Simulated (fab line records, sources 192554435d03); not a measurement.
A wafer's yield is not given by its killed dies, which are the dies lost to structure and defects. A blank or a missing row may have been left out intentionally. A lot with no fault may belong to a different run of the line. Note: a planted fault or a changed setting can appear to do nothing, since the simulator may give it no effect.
The same fault as seen by 3 desks	flow n5_finfet	each desk holds nothing but its own numbers, with what lay behind them at the end

THE DEFECT DESK
Inspection counts along the route, by lot: the mean over sampled wafers that carry a number. Any lot whose mean is over 4 standard deviations away from the usual mean is out of limits and marked OUT; that distance is given in the brackets.
Columns: A = raw_defect_count at N5_BEOL_M9_INSPECT_30, usual 401
lot	first seen here	A
L491	day 9 14:06	460
L496	day 11 00:47	634
L506	day 14 02:46	382
L511	day 15 00:25	479
L513	day 16 02:39	441
L514	day 16 13:43	414
This desk's finding: nothing out of limits on any of the 6 lots.

FOR THE TOOL OWNER'S DESK: rie_diel-03
The tool's own readings at N5_BEOL_M9_ETCH_41 (etches SiCN in CH3F/O2, target depth 36.6 nm, time 70.1 s): means of the sampled wafers that have a number, for each lot that ran on this tool. Any lot whose mean is over 4 standard deviations away from the usual mean is out of limits and marked OUT; that distance is given in the brackets.
Columns: A = O2_flow_sccm at N5_BEOL_M9_ETCH_41, usual 19.99 sccm; B = drypump_motor_current_A at N5_BEOL_M9_ETCH_41, usual 5.8 A; C = oes_product_au at N5_BEOL_M9_ETCH_41, usual 0.74 a.u.; D = rf_vpp_V at N5_BEOL_M9_ETCH_41, usual 297.6 V; E = showerhead_plenum_p_Torr at N5_BEOL_M9_ETCH_41, usual 2.01 Torr; F = throttle_valve_pct at N5_BEOL_M9_ETCH_41, usual 16.39 %
lot	first seen here	A	B	C	D	E	F
L491	day 9 14:27	20.01	6.0	0.77	296.6	1.97	16.32
L506	day 14 03:08	19.96	6.0	0.74	296.7	1.96	16.38
L511	day 15 00:46	20.04	6.2	0.83	297.0	1.95	16.36
L514	day 16 14:04	19.94	5.7	0.99 (+4.5) OUT	296.4	1.95	16.21
This desk's finding: out of limits on L514; first on L514, day 16 14:04 (oes_product_au at N5_BEOL_M9_ETCH_41). L491, L506, L511 stayed within limits.

FROM THE METROLOGY DESK
Lot by lot, what the gauges showed, no matter which tool ran the lot: averages of those sampled wafers that carry a number. Any lot whose mean is over 4 standard deviations away from the usual mean is out of limits and marked OUT; that distance is given in the brackets.
Columns: A = V8_OVL at N5_BEOL_M9_OVL_MEAS_29, usual 0.1 nm
lot	first seen here	A
L491	day 9 14:02	-0.1
L496	day 11 00:43	0.8
L506	day 14 02:43	0.1
L511	day 15 00:22	-1.4
L513	day 16 02:36	0.5
L514	day 16 13:39	0.1
This desk's finding: nothing out of limits on any of the 6 lots.

PUT TOGETHER
The tool owner's desk could have raised an alarm at day 16 14:04, on L514.
No out-of-limits result turned up at the defect desk.
From the metrology desk's view, nothing was out of limits.
The defect desk has L514 on record, within its limits.
The metrology desk holds a record of L514, inside its limits.
Of the lots named, all ran N5_BEOL_M9_ETCH_41 on rie_diel-03.

WHAT THE SIMULATOR PUT IN
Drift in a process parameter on rie_diel-03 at N5_BEOL_M9_ETCH_41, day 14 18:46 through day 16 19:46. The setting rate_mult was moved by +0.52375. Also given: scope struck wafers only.
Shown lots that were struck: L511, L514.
Delay in hours, fault start to first out-of-limits reading, by desk: the tool owner's desk at 43.
